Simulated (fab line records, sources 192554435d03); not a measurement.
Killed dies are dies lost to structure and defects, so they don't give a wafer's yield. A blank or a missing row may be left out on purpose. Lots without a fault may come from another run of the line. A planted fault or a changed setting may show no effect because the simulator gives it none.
Chamber matching | flow n5_finfet | N5_BEOL_M8_ETCH_65 on rie_diel-04: 4 sister chambers
The step etches SiARC in CF4, target depth 15.6 nm, time 26 s. 18 wafers are shown with their chamber, then 9 later ones without.

WAFERS WITH THEIR CHAMBER
wafer  | chamber | showerhead_plenum_p_Torr (Torr) | drypump_motor_current_A (A) | throttle_valve_pct (%)
L075.2 | 2       | 2.09                            | 5.8                         | 15.46
L075.4 | 3       | 2.14                            | 5.8                         | 15.57
L075.6 | 0       | 2.26                            | 5.7                         | 15.33
L076.1 | 0       | 2.26                            | 5.7                         | 15.33
L076.2 | 2       | 2.09                            | 5.8                         | 15.48
L076.5 | 3       | 2.14                            | 5.8                         | 15.57
L079.1 | 0       | 2.26                            | 5.8                         | 15.36
L079.2 | 2       | 2.09                            | 5.8                         | 15.50
L079.6 | 0       | 2.26                            | 5.7                         | 15.34
L078.2 | 2       | 2.09                            | 5.7                         | 15.50
L078.4 | 1       | 2.19                            | 6.4                         | 15.84
L078.5 | 0       | 2.25                            | 5.7                         | 15.37
L081.3 | 1       | 2.19                            | 6.4                         | 15.86
L081.4 | 2       | 2.09                            | 5.8                         | 15.52
L081.5 | 3       | 2.13                            | 5.8                         | 15.62
L080.1 | 2       | 2.08                            | 5.7                         | 15.51
L080.3 | 0       | 2.25                            | 5.7                         | 15.37
L080.6 | 3       | 2.13                            | 5.8                         | 15.61

SIGNATURES (means of the wafers above)
reading                  | chamber 0 | chamber 1 | chamber 2 | chamber 3 | scatter within a chamber
showerhead_plenum_p_Torr | 2.2567    | 2.1900    | 2.0883    | 2.1350    | 0.00476
drypump_motor_current_A  | 5.717     | 6.400     | 5.767     | 5.800     | 0.0393
throttle_valve_pct       | 15.3500   | 15.8500   | 15.4950   | 15.5925   | 0.0214
Rule: a wafer's distance from a chamber is the root of the sum, over the readings, of the square of ((its reading less the chamber's mean) divided by the reading's scatter). The wafer belongs to the nearest chamber; if the next one is less than 2 further off, it can't be placed. The scatter: the root of (the sum of the squares of (reading less its chamber's mean) over the shown wafers, divided by (wafers less chambers)).

WAFERS WITHOUT THEIR CHAMBER
wafer  | showerhead_plenum_p_Torr (Torr) | drypump_motor_current_A (A) | throttle_valve_pct (%)
L087.3 | 2.13                            | 5.8                         | 15.63
L087.5 | 2.13                            | 5.8                         | 15.62
L087.6 | 2.25                            | 5.7                         | 15.40
L090.2 | 2.08                            | 5.8                         | 15.56
L090.3 | 2.13                            | 5.8                         | 15.63
L090.4 | 2.08                            | 5.7                         | 15.56
L097.1 | 2.24                            | 5.7                         | 15.46
L097.2 | 2.12                            | 5.8                         | 15.71
L097.3 | 2.17                            | 6.4                         | 15.40

WHICH CHAMBER EACH WENT THROUGH
wafer  | from the rows above | in truth
L087.3 | 3                   | 3
L087.5 | 3                   | 3
L087.6 | 0                   | 0
L090.2 | 2                   | 2
L090.3 | 3                   | 3
L090.4 | 2                   | 2
L097.1 | 0                   | 0
L097.2 | 3                   | 3
L097.3 | 3                   | 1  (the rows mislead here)
Placed correctly: 8 of 9. Can't be placed from these rows: 0. Placed wrongly: 1.
